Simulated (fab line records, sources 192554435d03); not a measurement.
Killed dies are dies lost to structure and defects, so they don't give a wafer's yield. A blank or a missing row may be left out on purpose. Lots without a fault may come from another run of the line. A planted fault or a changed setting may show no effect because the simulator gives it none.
Split-lot experiment | flow n5_finfet | 7 lots, 21 wafers read, on a route of 1938 steps

THE SPLIT
At N5_FIN_SAQP_PEB_14 (peb time 60 s), the setting peb_time_s was moved away from the recipe's 60 s on 8 of the 21 wafers read, by -19.0% to +7.6%. The other wafers ran this setting at the recipe's value.

FROM THE SPLIT TO THE READING: what the file shows between them, 1 step
- N5_FIN_SAQP_DEVELOP_15: develop time 30 s

THE READING
cd_nm, in nm, at N5_FIN_SAQP_CD_MEAS_16 (target cd 35.6 nm). Fault-free wafers of this fab line usually give 35.62 nm, standard deviation 0.3 nm.

wafer  | tool, chamber at the split | peb_time_s as run, s | against the recipe | cd_nm, nm | against lot-mates on the recipe
L074.2 | litho_track-01, 0          | 60                   | recipe             | 35.75     | -
L074.3 | litho_track-01, 0          | 60                   | recipe             | 35.84     | -
L074.5 | litho_track-01, 0          | 55.29                | -7.9%              | 36.65     | +0.85
L076.1 | litho_track-02, 0          | 49.66                | -17.2%             | 38.42     | +2.33
L076.4 | litho_track-02, 0          | 49.66                | -17.2%             | 38.47     | +2.38
L076.6 | litho_track-02, 0          | 60                   | recipe             | 36.09     | -
L077.1 | litho_track-01, 0          | 60                   | recipe             | 35.32     | -
L077.3 | litho_track-01, 0          | 60                   | recipe             | 35.37     | -
L077.5 | litho_track-01, 0          | 64.53                | +7.6%              | 34.19     | -1.16
L082.2 | litho_track-05, 0          | 60                   | recipe             | 35.31     | -
L082.3 | litho_track-05, 0          | 48.58                | -19.0%             | 38.58     | +3.27
L082.6 | litho_track-05, 0          | 48.58                | -19.0%             | 38.81     | +3.50
L086.1 | litho_track-05, 0          | 60                   | recipe             | 35.57     | -
L086.2 | litho_track-05, 0          | 60                   | recipe             | 36.07     | -
L086.5 | litho_track-05, 0          | 60                   | recipe             | 36.19     | -
L091.1 | litho_track-01, 0          | 60                   | recipe             | 35.45     | -
L091.2 | litho_track-01, 0          | 60                   | recipe             | 35.76     | -
L091.6 | litho_track-01, 0          | 60                   | recipe             | 35.80     | -
L097.1 | litho_track-01, 0          | 56.09                | -6.5%              | 36.70     | +0.71
L097.4 | litho_track-01, 0          | 60                   | recipe             | 35.99     | -
L097.5 | litho_track-01, 0          | 56.09                | -6.5%              | 36.40     | +0.41

THE FIT
A straight line over all 21 wafers: cd_nm changes by -0.158 nm for each +1% of peb_time_s; r = -0.98; the points scatter about the line by 0.28 nm.
The same after taking each lot's own level away (the mean of its wafers on the recipe; 21 wafers): -0.156 nm for each +1%; r = -0.98; scatter 0.27 nm.
On that fit, the largest move of peb_time_s shifts the reading by 3 nm.
The lots' own levels span 35.310 to 36.090 nm, that is 2.6 times the standard deviation above.
So the lot-to-lot level changes the slope little: the two slopes agree.
Check: with one of the wafers moved furthest among these (-19.0%) left out of the fit, the line predicts +2.8 nm for it against its lot-mates. It came out at +3.27 nm against them.

OTHER SPLITS ON THESE WAFERS
These wafers also went through other splits before the reading. Each is held against what the fit with the lots' levels taken away leaves over:
other split on the same wafers | wafers away from the commonest value | r with cd_nm (lot level and that fit taken away)
N5_ZERO_LAYER_PECVD_02 time_s  | 7                                    | +0.36
N5_ZERO_LAYER_COAT_05 spin_rpm | 6                                    | +0.00
N5_WELL_APT_EXPOSE_22 dose_mj  | 7                                    | -0.08
N5_WELL_APT_DESCUM_30 time_s   | 5                                    | +0.34
N5_FIN_SAQP_PECVD_06 time_s    | 8                                    | -0.63

THE FILE'S OWN FIT
cd_nm changes by -0.151 nm for each +1% of peb_time_s, r = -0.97.
